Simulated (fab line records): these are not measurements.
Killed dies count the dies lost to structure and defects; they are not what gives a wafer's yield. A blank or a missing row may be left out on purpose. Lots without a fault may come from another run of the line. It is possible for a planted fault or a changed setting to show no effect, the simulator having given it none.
A struck lot beside a sound one | flow nand-harc | 15 steps out of a route of 1302
Sound: these wafers, L493.4, L493.5, L493.6. Wafers L508.1, L508.2, L508.4 were the ones struck. The cause comes at the end.
At each step with rows: each side's tool, then ch and its chambers, then its first start. Under that, the readings that differ: sound wafers | struck wafers | difference of the means | sigmas: that difference in standard deviations of wafers without a fault.
alike: words and numbers the same on both sides, and readings whose means are apart by under 2 such deviations; not compared: readings that were withheld, readings missing a value for some wafer, numbers with overlapping values and no deviation given by the record, and bounds like >300 which may hide the same value.
A row with sigmas, a row that says differs or no value, or rows on one side alone: a step with any of these is where the two part. Numbers that don't overlap but have no deviation are shown without sigmas and don't part them. A reading missing from all wafers of one side parts the sides only when that side holds two or more wafers.

NHARC_P_GATE_DESCUM_13: chemistry O2, time 3 s.
  sound on rie-diel-13 ch 0,3, day 5 12:14; struck on rie-diel-09 ch 0,2,3, day 11 16:09
  alike: drypump-motor-current-A, mfc-ar-sccm, oes-product-au, rf-vpp-V, showerhead-plenum-p-Torr, throttle-valve-pct
  not compared: rf-hours-counter-h
then, 6 steps without rows for these wafers: NHARC_P_GATE_ETCH_14 (etches SiO2 in dHF, target depth 48.8 nm); NHARC_P_GATE_STRIP_15 (strips in SPM, time 780 s); NHARC_P_GATE_PRECLEAN_71 (cleans in SC1); NHARC_P_GATE_SRD_72; NHARC_P_GATE_OXIDE_16 (material SiO2, target thk 3 nm, ox time 392 s); NHARC_P_GATE_CVD_17 (deposits poly-Si, target thk 150 nm, time 900 s).
NHARC_P_GATE_HM_DEP_102: deposits aC, target thk 120 nm.
  sound on acl-dep-02 ch 0, day 6 05:40; struck on acl-dep-03 ch 0, day 12 05:12
  alike: throttle-valve-pct
NHARC_P_GATE_DEP_103: deposits SiON, target thk 30 nm.
  sound on pecvd-04 ch 0,1,2, day 6 06:06; struck on pecvd-02 ch 0,1, day 12 05:52
  alike: heater-power-w
then, 3 steps without rows for these wafers: NHARC_P_GATE_DEHYDRATE_18 (time 120 s); NHARC_P_GATE_HMDS_19 (time 30 s); NHARC_P_GATE_COAT_20 (resist thk 90 nm).
NHARC_P_GATE_SOFTBAKE_21: time 55 s.
  sound on litho-track-06 ch 0, day 6 06:00; struck on litho-track-06 ch 0, day 12 06:00
  reading                  | sound                | struck               | difference | sigmas
  heater-power-total-W (W) | 188.42 188.26 188.35 | 323.64 323.64 322.88 | +135.04    | +99 or more
  alike: chill-plate-temp-C
after that, 1 step had no rows for these wafers: NHARC_P_GATE_EBR_22.
NHARC_END_SORT_01:
  the record has rows for the sound wafers here (prober-01 ch 0, day 25 18:31) and none for the struck ones

== WHERE THEY PART ==
Last at NHARC_END_SORT_01 as far as this record goes, first at NHARC_P_GATE_SOFTBAKE_21.

WHY: what had been put in by the simulator
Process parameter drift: litho-track-06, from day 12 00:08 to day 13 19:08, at NHARC_P_GATE_SOFTBAKE_21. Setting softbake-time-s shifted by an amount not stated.
